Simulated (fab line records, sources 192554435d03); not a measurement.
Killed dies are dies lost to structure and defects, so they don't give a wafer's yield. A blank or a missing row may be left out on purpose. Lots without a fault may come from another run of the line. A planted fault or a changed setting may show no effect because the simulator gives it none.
fab line records | flow n5_finfet
record lots=9 wafers=27 last_day=17
route steps=1938 shown HKMG_FIN@454 GATE_CUT@465 BEOL_M4@1111 PASSIVATION@1936
lots that met no fault: from a run of the same line without faults
start_h: hours from the record's first day to the start of the lot's first wafer shown | wait_h: hours since the lot's step before | " the same as in the row above | L1.1+2: a row that stands for several wafers | - no value, or no start given | * or withheld: withheld | < > ~ a bound
route shown NAME@n: a module of which the file shows steps, and the number in the route of the first | usual: mean/standard deviation of fault-free wafers | same: alike in all rows | chamber/n: place in a boat | sites: the reading at each site | _std_site: their standard deviation | _edge_site: outer sites' mean less inner sites' | radius_mm: how far each site lies from the wafer's centre | mask NAME#n: copy n | behind: the tool/chamber that last shaped the wafer | hold: why the lot was held/for how many hours/how that ended | device: the transistor (n, p or np) that didn't switch | end of line: the same wafers' tests at the end of the route | a step without rows: its recipe alone | killed: dies lost to structure and defects at the first sort, not the wafer's yield | map: a wafer's dies, x killed, . not, _ none there
set.NAME: the setting as run; set.NAME@STEP: as run at that earlier step | model.NAME: the simulator's own value behind a step, which no gauge read
steps of the route over a sample of lots; a table a step, a row a wafer
services: from which hour (start_h, from the record's first day; less than 0 if before it) a tool's chamber was out of use, for how many hours, and why
## steps
# step N5_HKMG_FIN_ETCHBACK_68
# recipe chemistry=Cl2/Ar stop_on=HfO2 target_depth_a=5 pressure_mtorr=10 icp_w=600 bias_w=60 Cl2_flow_sccm=40 Ar_flow_sccm=60
# usual drypump_motor_current_A=5.5/0.51 he_backside_leak_sccm=3.56/0.17 oes_product_au=0.68/0.078 throttle_valve_pct=21.03/0.26
# columns lot.wafer tool chamber start_h wait_h drypump_motor_current_A he_backside_leak_sccm oes_product_au rf_hours_counter_h throttle_valve_pct
L504.1 rie_metal-02 1 84.23 0.0 5.2 3.63 0.68 88 20.79
L504.4 " 1 " " 5.2 3.75 0.67 - 20.80
L504.6 " 0 " " 5.5 3.39 0.90 - 20.63
L505.1 rie_metal-03 0 90.65 0.0 4.8 3.79 0.61 116 21.20
L505.3 " 0 " " 4.8 3.88 0.62 - 21.20
L505.5 " 0 " " 4.8 3.88 0.62 - 21.19
L511.1 rie_metal-02 1 126.46 0.0 5.2 3.72 0.67 93 20.81
L511.2 " 0 " " 5.5 3.43 0.86 12 20.66
L511.5 " 0 " " 5.5 3.47 0.86 - 20.64
L512.3 rie_metal-03 0 131.76 0.1 4.8 3.48 0.61 - 21.21
L512.4 " 1 " " 6.2 3.62 0.69 - 21.09
L512.6 " 1 " " 6.3 3.72 0.68 - 21.10
L517.1 rie_metal-03 1 159.61 0.0 6.3 3.57 0.67 81 21.12
L517.2 " 0 " " 4.8 3.65 0.61 122 21.19
L517.4 " 1 " " 6.3 3.78 0.67 - 21.11
L519.1 rie_metal-03 0 172.13 0.0 4.8 3.83 0.61 123 21.20
L519.5 " 1 " " 6.3 3.39 0.67 - 21.10
L519.6 " 0 " " 4.8 3.76 0.61 - 21.21
L522.1 rie_metal-03 1 188.99 0.0 6.3 3.44 0.67 83 21.11
L522.3 " 1 " " 6.3 3.40 0.67 - 21.12
L522.5 " 0 " " 4.8 3.67 0.61 - 21.21
L525.2 rie_metal-01 0 211.39 0.0 5.3 3.46 0.68 74 20.82
L525.4 " 1 " " 5.5 3.47 0.64 - 21.49
L525.6 " 0 " " 5.3 3.49 0.68 - 20.83
L526.3 rie_metal-02 1 216.50 0.1 5.2 3.46 0.65 - 20.83
L526.5 " 1 " " 5.2 3.44 0.66 - 20.82
L526.6 " 1 " " 5.2 3.53 0.65 - 20.84
# step N5_GATE_CUT_ETCHBACK_00
# recipe chemistry=SF6/Cl2 target=W pressure_mtorr=8 icp_w=900 bias_w=80 SF6_flow_sccm=40 Cl2_flow_sccm=60
# usual drypump_motor_current_A=5.4/0.53 he_backside_leak_sccm=3.6/0.41 oes_product_au=0.69/0.085 throttle_valve_pct=27.6/0.32
# columns lot.wafer tool chamber start_h wait_h drypump_motor_current_A he_backside_leak_sccm oes_product_au rf_hours_counter_h throttle_valve_pct
L504.1 rie_metal-03 0 86.03 0.0 4.8 3.5 0.62 116 27.8
L504.4 " 1 " " 6.3 3.6 0.70 - 27.7
L504.6 " 1 " " 6.3 3.4 0.71 - 27.7
L505.1 rie_metal-03 1 92.46 0.0 6.3 3.5 0.70 75 27.7
L505.3 " 0 " " 4.8 3.9 0.62 - 27.8
L505.5 " 0 " " 4.8 3.7 0.62 - 27.8
L511.1 rie_metal-03 1 128.35 0.0 6.3 3.6 0.69 78 27.7
L511.2 " 0 " " 4.8 3.5 0.61 120 27.8
L511.5 " 0 " " 4.8 3.8 0.61 - 27.8
L512.3 rie_metal-03 1 133.57 0.1 6.3 3.6 0.70 - 27.7
L512.4 " 0 " " 4.8 3.8 0.62 - 27.8
L512.6 " 0 " " 4.8 3.7 0.61 - 27.8
L517.1 rie_metal-02 0 161.41 0.0 5.4 3.5 0.86 15 27.2
L517.2 " 1 " " 5.2 3.6 0.67 96 27.2
L517.4 " 1 " " 5.2 3.7 0.66 - 27.2
L519.1 rie_metal-02 0 173.94 0.0 5.5 3.4 0.87 15 27.3
L519.5 " 0 " " 5.4 3.5 0.86 - 27.2
L519.6 " 1 " " 5.1 3.6 0.67 - 27.2
L522.1 rie_metal-01 0 190.79 0.0 5.3 3.8 0.70 73 27.5
L522.3 " 1 " " 5.5 3.6 0.64 - 28.3
L522.5 " 1 " " 5.5 3.5 0.63 - 28.3
L525.2 rie_metal-03 1 213.30 0.0 6.3 3.4 0.67 85 27.7
L525.4 " 0 " " 4.8 3.9 0.61 - 27.8
L525.6 " 1 " " 6.3 3.4 0.69 - 27.7
L526.3 rie_metal-03 1 218.39 0.1 6.3 3.6 0.68 - 27.7
L526.5 " 0 " " 4.8 3.8 0.60 - 27.8
L526.6 " 1 " " 6.3 3.5 0.69 - 27.7
# step N5_GATE_CUT_ETCH_56
# recipe chemistry=Cl2/Ar target=TiN target_depth_a=216 pressure_mtorr=10 icp_w=600 bias_w=60 Cl2_flow_sccm=40 Ar_flow_sccm=60
# usual bias_w=60.01/0.18 drypump_motor_current_A=5.5/0.53 he_backside_leak_sccm=3.61/0.29 oes_product_au=0.69/0.083 throttle_valve_pct=21.01/0.25
# columns lot.wafer tool chamber start_h wait_h bias_w drypump_motor_current_A he_backside_leak_sccm oes_product_au rf_hours_counter_h throttle_valve_pct
L504.1 rie_metal-03 0 86.15 0.1 60.24 4.8 3.78 0.62 116 21.18
L504.4 " 1 " " 59.76 6.3 3.61 0.69 - 21.09
L504.6 " 1 " " 59.71 6.3 3.61 0.69 - 21.07
L505.1 rie_metal-03 1 92.58 0.1 60.04 6.3 3.50 0.69 75 21.11
L505.3 " 0 " " 60.20 4.8 3.88 0.62 - 21.17
L505.5 " 0 " " 60.01 4.8 3.70 0.62 - 21.20
L511.1 rie_metal-03 1 128.47 0.1 59.87 6.3 3.56 0.68 78 21.10
L511.2 " 0 " " 47.30 4.8 3.65 0.59 120 21.24
L511.5 " 0 " " 47.22 4.8 3.93 0.59 - 21.23
L512.3 rie_metal-03 1 133.68 0.1 59.80 6.3 3.69 0.68 - 21.09
L512.4 " 0 " " 47.34 4.8 3.66 0.58 - 21.25
L512.6 " 0 " " 47.26 4.8 3.74 0.59 - 21.24
L517.1 rie_metal-02 0 161.53 0.1 59.79 5.5 3.33 0.87 15 20.64
L517.2 " 1 " " 60.16 5.2 3.59 0.67 96 20.80
L517.4 " 1 " " 60.31 5.3 3.49 0.67 - 20.80
L519.1 rie_metal-02 0 174.06 0.1 59.78 5.5 3.46 0.86 15 20.62
L519.5 " 0 " " 60.01 5.5 3.39 0.86 - 20.66
L519.6 " 1 " " 60.07 5.2 3.69 0.67 - 20.79
L522.1 rie_metal-01 0 190.91 0.1 60.04 5.3 3.51 0.69 73 20.82
L522.3 " 1 " " 59.71 5.5 3.28 0.65 - 21.48
L522.5 " 1 " " 59.70 5.5 3.63 0.64 - 21.48
L525.2 rie_metal-03 1 213.42 0.1 59.99 6.3 3.45 0.67 85 21.12
L525.4 " 0 " " 60.08 4.8 3.84 0.60 - 21.22
L525.6 " 1 " " 60.20 6.2 3.65 0.67 - 21.12
L526.3 rie_metal-03 1 218.50 0.1 60.14 6.2 3.53 0.67 - 21.12
L526.5 " 0 " " 60.17 4.8 3.68 0.59 - 21.21
L526.6 " 1 " " 60.05 6.3 3.63 0.67 - 21.12
# step N5_GATE_CUT_ETCH_58
# recipe chemistry=CH3F/O2 target=SiNx target_depth_a=170 time_s=128.6 ion_energy_ev=50 pressure_mtorr=30 source_w=415 bias_w=21 Ar_flow_sccm=150 CH3F_flow_sccm=30 O2_flow_sccm=20
# usual bias_w=21.02/0.058 drypump_motor_current_A=5.7/0.53 oes_product_au=0.76/0.046 rf_vpp_V=99.1/0.87 showerhead_plenum_p_Torr=2.00/0.057 throttle_valve_pct=16.45/0.22
# columns lot.wafer tool chamber start_h wait_h bias_w drypump_motor_current_A oes_product_au rf_hours_counter_h rf_vpp_V showerhead_plenum_p_Torr throttle_valve_pct
L504.1 rie_diel-05 1 86.34 0.1 20.94 5.2 0.73 157 100.0 2.00 16.70
L504.4 " 3 " " 21.00 4.6 0.77 143 100.1 2.00 16.29
L504.6 " 3 " " 21.09 4.7 0.78 - 99.1 2.00 16.29
L505.1 rie_diel-05 1 92.76 0.0 20.94 5.2 0.72 158 99.5 2.00 16.68
L505.3 " 0 " " 21.00 5.9 0.81 95 97.2 1.94 16.26
L505.5 " 0 " " 21.09 5.9 0.81 - 97.8 1.94 16.26
L511.1 rie_diel-06 0 128.64 0.0 21.05 6.1 0.82 92 100.2 2.10 16.03
L511.2 " 1 " " 21.08 5.3 0.73 149 99.7 1.99 16.59
L511.5 " 0 " " 20.94 6.1 0.82 - 100.0 2.10 16.05
L512.3 rie_diel-05 2 133.89 0.1 21.07 6.3 0.77 128 98.8 2.03 16.67
L512.4 " 1 " " 21.12 5.2 0.71 170 99.4 2.00 16.71
L512.6 " 2 " " 21.03 6.3 0.77 - 98.5 2.03 16.67
L517.1 rie_diel-05 0 161.70 0.0 20.99 5.9 0.79 115 99.2 1.94 16.29
L517.2 " 3 " " 21.03 4.7 0.75 167 99.5 1.99 16.32
L517.4 " 2 " " 20.89 6.3 0.76 138 99.0 2.02 16.69
L519.1 rie_diel-06 0 174.23 0.0 21.00 6.2 0.81 107 99.5 2.10 16.08
L519.5 " 3 " " 20.93 5.7 0.71 - 98.3 1.91 16.49
L519.6 " 2 " " 21.02 6.3 0.70 - 99.4 2.06 16.61
L522.1 rie_diel-06 2 191.08 0.0 20.93 6.2 0.70 223 100.5 2.06 16.61
L522.3 " 1 " " 21.04 5.3 0.70 169 97.4 1.99 16.63
L522.5 " 3 " " 21.07 5.7 0.71 - 98.6 1.91 16.50
L525.2 rie_diel-05 3 213.59 0.0 21.04 4.7 0.75 182 99.2 1.98 16.37
L525.4 " 0 " " 20.96 5.8 0.77 130 99.5 1.93 16.32
L525.6 " 2 " " 20.99 6.4 0.75 - 98.7 2.02 16.72
L526.3 rie_diel-05 3 218.94 0.3 21.01 4.7 0.74 183 100.2 1.98 16.37
L526.5 " 3 " " 20.98 4.7 0.75 - 100.8 1.98 16.37
L526.6 " 0 " " 21.14 5.8 0.78 - 99.0 1.93 16.35
# step N5_BEOL_M4_RC_MEAS_101
# usual DIBL_N=37.2/1.9 DIBL_P=37.3/2.2 IOFF_N=0.18/0.038 IOFF_P=0.22/0.039 ION_N=678/11 ION_P=462/6.9 SS_N=71.8/0.68 SS_P=73.5/0.65 VT_N=249/3.4 VT_P=-250/3.2
# columns lot.wafer tool chamber start_h wait_h DIBL_N[mV/V] DIBL_P[mV/V] IOFF_N[nA/um] IOFF_P[nA/um] ION_N[uA/um] ION_P[uA/um] SS_N[mV/dec] SS_P[mV/dec] VT_N[mV] VT_P[mV]
L504.1 prober-02 0 179.31 0.0 35.0 34.6 0.13 0.15 660 449 71.1 72.9 250 -255
L504.4 " 0 " " 38.2 37.9 0.20 0.20 669 449 71.7 72.7 247 -252
L504.6 " 0 " " 34.7 35.4 0.14 0.17 677 458 71.3 73.3 250 -252
L505.1 prober-02 0 188.22 0.0 39.3 37.7 0.19 0.21 668 450 71.0 73.9 248 -252
L505.3 " 0 " " 40.1 37.9 0.23 0.22 678 459 72.0 74.3 244 -250
L505.5 " 0 " " 41.2 40.2 0.24 0.25 681 461 72.1 74.2 244 -254
L511.1 prober-02 0 220.11 0.0 35.2 37.3 0.16 0.18 677 456 71.6 73.2 249 -253
L511.2 " 0 " " 36.0 38.4 0.18 0.20 698 470 71.8 73.3 246 -251
L511.5 " 0 " " 37.0 39.5 0.19 0.21 702 470 71.8 73.8 246 -250
L512.3 prober-01 0 224.27 0.3 37.8 36.8 0.16 0.21 684 460 71.1 73.3 252 -249
L512.4 " 0 " " 37.4 36.3 0.15 0.21 691 472 71.6 72.7 251 -248
L512.6 " 0 " " 34.0 32.8 0.11 0.17 676 471 70.4 71.9 254 -253
L517.1 prober-01 0 264.34 0.0 40.5 39.0 0.22 0.26 682 466 72.9 73.8 247 -248
L517.2 " 0 " " 38.5 37.2 0.19 0.23 686 472 70.8 73.6 245 -249
L517.4 " 0 " " 37.3 35.0 0.15 0.20 665 460 70.8 72.8 253 -251
L519.1 prober-01 0 267.21 0.0 34.7 36.6 0.16 0.18 681 459 71.6 73.3 251 -253
L519.5 " 0 " " 35.3 37.4 0.17 0.19 684 458 71.5 73.4 246 -254
L519.6 " 0 " " 36.2 38.1 0.19 0.21 682 458 71.5 73.8 251 -250
L522.1 prober-01 0 291.84 0.0 37.6 35.7 0.16 0.21 677 463 71.9 73.2 249 -249
L522.3 " 0 " " 37.7 35.5 0.17 0.21 670 457 72.4 73.9 247 -250
L522.5 " 0 " " 37.3 36.3 0.16 0.24 677 464 72.1 73.7 248 -250
L525.2 prober-01 0 301.36 0.2 37.2 40.0 0.18 0.22 668 452 72.0 74.4 250 -251
L525.4 " 0 " " 37.0 39.2 0.17 0.20 673 461 72.1 73.6 250 -255
L525.6 " 0 " " 35.9 37.1 0.14 0.17 655 445 72.4 73.8 254 -255
L526.3 prober-02 0 310.43 0.3 35.6 36.9 0.16 0.19 669 460 71.8 73.2 251 -253
L526.5 " 0 " " 33.3 32.9 0.11 0.15 655 453 71.8 73.2 257 -255
L526.6 " 0 " " 37.0 37.7 0.18 0.22 678 459 72.6 73.6 248 -250
# step N5_PASSIVATION_PROBE_49
# usual defect_limited_yield=91.2/1.6 killed_at_M0_to_M3=31/10 killed_at_M4_up=14/4.4 killed_at_contacts=13/6 killed_at_front_end=43/13 killed_at_other=3.5/2.6 killed_dies=104/18 killed_open=68/14 killed_short=34/8.1 sort_bin_5_function=5.1/1.1 sort_bin_6_memory=3.3/0.68 sort_n_pass=1076/18 sort_yield_pct=91.2/1.6
# same gross_dies=1180 killed_at_back_side=0 sort_bin_4_leakage[%]=0 sort_bin_8_speed[%]=0
# columns lot.wafer tool chamber start_h wait_h defect_limited_yield[%] killed_at_M0_to_M3 killed_at_M4_up killed_at_contacts killed_at_front_end killed_at_other killed_dies killed_open killed_short sort_bin_5_function[%] sort_bin_6_memory[%] sort_n_pass sort_yield_pct[%]
L505.1 prober-02 - 289.90 0.0 89.5 54 9 8 50 3 124 83 41 5.8 4.2 1056 89.5
L505.3 prober-02 - 290.00 0.1 90.3 41 10 15 47 1 114 63 43 6.4 2.3 1066 90.3
L505.5 prober-02 - 290.10 0.2 91.5 40 10 9 40 1 100 74 26 5.4 3.0 1080 91.5
L511.1 prober-02 - 317.44 0.0 92.5 20 17 8 37 6 88 59 26 4.5 3.0 1092 92.5
L511.2 prober-02 - 317.49 0.1 90.7 17 19 14 55 5 110 67 43 5.3 3.5 1070 90.7
L511.5 prober-02 - 317.64 0.2 91.4 25 16 22 36 3 102 71 30 4.8 3.6 1078 91.4
L512.3 prober-01 - 331.59 0.1 91.0 20 16 13 51 6 106 71 34 5.2 3.2 1074 91.0
L512.4 prober-01 - 331.64 0.2 94.7 24 6 4 24 4 62 37 25 1.9 3.1 1118 94.7
L512.6 prober-01 - 331.74 0.3 89.2 41 13 6 63 5 128 77 46 6.1 3.7 1052 89.2
L517.1 prober-01 - 368.08 0.0 90.8 35 11 14 47 1 108 70 37 5.3 3.3 1072 90.8
L517.2 prober-01 - 368.13 0.1 93.9 24 10 9 27 2 72 50 22 3.4 2.5 1108 93.9
L517.4 prober-01 - 368.23 0.2 91.2 20 15 17 49 3 104 67 36 5.3 3.1 1076 91.2
L519.1 prober-01 - 382.03 0.0 89.6 47 9 13 53 1 123 78 45 4.9 5.0 1057 89.6
L519.5 prober-01 - 382.23 0.2 91.0 23 17 7 54 5 106 71 34 5.5 3.3 1074 91.0
L519.6 prober-01 - 382.28 0.3 89.6 36 16 12 57 2 123 79 43 6.6 3.5 1057 89.6
# killed by level:class
L505.1 STI_FIN_REVEAL:geometric_particle:open=20 BEOL_M0_SAQP:geometric_particle:open=16 BEOL_M3:geometric_particle:open=12 BEOL_M0_SAQP:geometric_particle:short=11 FIN_SAQP:geometric_particle:open=9 STI_FIN_REVEAL:geometric_particle:short=6 BEOL_M2:geometric_particle:open=6 MOL_CONTACT_COAG:geometric_particle:open=5
L505.3 FIN_SAQP:geometric_particle:short=14 BEOL_M3:geometric_particle:open=14 MOL_CONTACT_COAG:geometric_particle:open=10 BEOL_M0_SAQP:geometric_particle:short=9 FIN_SAQP:geometric_particle:open=8 HKMG_FIN:area_etch=8 MOL_CONTACT_COAG:geometric_particle:short=5 BEOL_M1:geometric_particle:open=5
L505.5 STI_FIN_REVEAL:geometric_particle:open=13 BEOL_M0:geometric_particle:open=10 BEOL_M0_SAQP:geometric_particle:open=10 FIN_SAQP:geometric_particle:open=8 MOL_CONTACT_COAG:geometric_particle:open=7 BEOL_M2:geometric_particle:open=5 STI_FIN_REVEAL:geometric_particle:short=4 DUMMY_GATE:geometric_particle:open=4
L511.1 MOL_CONTACT_COAG:geometric_particle:open=8 STI_FIN_REVEAL:geometric_particle:open=6 FIN_SAQP:geometric_particle:short=5 DUMMY_GATE:geometric_particle:open=4 BEOL_M1:geometric_particle:open=4 BEOL_M2:geometric_particle:open=4 BEOL_M4:geometric_particle:open=4 BEOL_M5:geometric_particle:open=4
L511.2 FIN_SAQP:geometric_particle:short=13 MOL_CONTACT_COAG:geometric_particle:open=12 BEOL_M4:geometric_particle:open=12 FIN_SAQP:geometric_particle:open=9 GATE_CUT:geometric_particle:short=5 STI_FIN_REVEAL:geometric_particle:open=4 BEOL_M0_SAQP:geometric_particle:short=4 DUMMY_GATE:geometric_particle:open=3
L511.5 MOL_CONTACT_COAG:geometric_particle:open=17 STI_FIN_REVEAL:geometric_particle:open=15 BEOL_M2:geometric_particle:open=11 FIN_SAQP:geometric_particle:short=8 BEOL_M4:geometric_particle:open=8 FIN_SAQP:geometric_particle:open=7 MOL_CONTACT_COAG:geometric_particle:short=5 BEOL_M0_SAQP:geometric_particle:short=4
L512.3 MOL_CONTACT_COAG:geometric_particle:open=12 FIN_SAQP:geometric_particle:open=9 GATE_CUT:geometric_particle:open=9 BEOL_M4:geometric_particle:open=9 FIN_SAQP:geometric_particle:short=7 DUMMY_GATE:geometric_particle:open=6 GATE_CUT:geometric_particle:short=6 BEOL_M0_SAQP:geometric_particle:open=5
L512.4 BEOL_M2:geometric_particle:open=6 FIN_SAQP:geometric_particle:open=5 BEOL_M1:geometric_particle:open=5 BEOL_M1:geometric_particle:short=5 FIN_SAQP:geometric_particle:short=3 STI_FIN_REVEAL:geometric_particle:open=3 GATE_CUT:geometric_particle:short=3 MOL_CONTACT_COAG:geometric_particle:open=3
L512.6 FIN_SAQP:geometric_particle:short=17 FIN_SAQP:geometric_particle:open=16 BEOL_M0_SAQP:geometric_particle:open=16 BEOL_M0_SAQP:geometric_particle:short=14 GATE_CUT:geometric_particle:open=6 BEOL_M4:geometric_particle:open=5 HKMG_FIN:area_etch=5 STARTING-WAFER:geometric_particle:open=4
L517.1 BEOL_M2:geometric_particle:open=13 MOL_CONTACT_COAG:geometric_particle:open=12 STI_FIN_REVEAL:geometric_particle:open=9 BEOL_M0_SAQP:geometric_particle:short=9 GATE_CUT:geometric_particle:short=8 FIN_SAQP:geometric_particle:short=6 BEOL_M3:geometric_particle:open=6 DUMMY_GATE:geometric_particle:open=5
L517.2 BEOL_M2:geometric_particle:open=7 MOL_CONTACT_COAG:geometric_particle:open=7 BEOL_M4:geometric_particle:open=6 DUMMY_GATE:geometric_particle:open=5 BEOL_M0_SAQP:geometric_particle:open=4 BEOL_M3:geometric_particle:open=4 DUMMY_GATE:geometric_particle:short=3 BEOL_M1:geometric_particle:open=3
L517.4 MOL_CONTACT_COAG:geometric_particle:open=13 STI_FIN_REVEAL:geometric_particle:open=11 BEOL_M2:geometric_particle:open=7 BEOL_M0_SAQP:geometric_particle:short=6 BEOL_M4:geometric_particle:open=6 FIN_SAQP:geometric_particle:open=5 GATE_CUT:geometric_particle:open=5 STARTING-WAFER:geometric_particle:short=4
L519.1 STI_FIN_REVEAL:geometric_particle:open=17 BEOL_M0_SAQP:geometric_particle:open=16 BEOL_M0_SAQP:geometric_particle:short=13 FIN_SAQP:geometric_particle:open=10 MOL_CONTACT_COAG:geometric_particle:open=10 FIN_SAQP:geometric_particle:short=9 BEOL_M2:geometric_particle:open=5 BEOL_M3:geometric_particle:open=5
L519.5 FIN_SAQP:geometric_particle:open=22 STI_FIN_REVEAL:geometric_particle:open=9 BEOL_M0_SAQP:geometric_particle:short=9 BEOL_M4:geometric_particle:open=6 MOL_CONTACT_COAG:geometric_particle:open=5 BEOL_M0_SAQP:geometric_particle:open=4 STI_FIN_REVEAL:geometric_particle:short=3 ILD0:geometric_particle:short=3
L519.6 STI_FIN_REVEAL:geometric_particle:open=21 FIN_SAQP:geometric_particle:short=11 BEOL_M0_SAQP:geometric_particle:short=11 MOL_CONTACT_COAG:geometric_particle:open=10 BEOL_M4:geometric_particle:open=9 FIN_SAQP:geometric_particle:open=7 BEOL_M0_SAQP:geometric_particle:open=7 BEOL_M3:geometric_particle:open=7
## services
# columns tool chamber start_h hours kind
rie_diel-06 - 69.31 0.9 repair
rie_diel-06 0 78.52 2.4 repair
rie_metal-03 - 111.68 0.3 repair
rie_metal-02 - 114.20 0.8 repair
rie_diel-06 0 131.10 4.3 repair
rie_metal-03 - 166.31 0.1 repair
rie_metal-02 0 204.68 21.3 repair
## key
first_sign step=N5_GATE_CUT_ETCH_56 reading=bias_w direction=down sigmas=69 usual=* struck=*
effect none on later readings
met_at N5_GATE_CUT_ETCH_56
struck_lots L511,L512
struck_wafers L511.2,L511.5,L512.4,L512.6
not_acting_at N5_HKMG_FIN_ETCHBACK_68,N5_GATE_CUT_ETCHBACK_00,N5_GATE_CUT_ETCH_58
onset_between 92.58 128.47
fault kind=process_parameter_drift tool=rie_metal-03 chamber=0 onset_h=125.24 steps=N5_GATE_CUT_ETCH_56 channel=bias_w offset=* shape=step end_h=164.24 acts_in=* stated=*
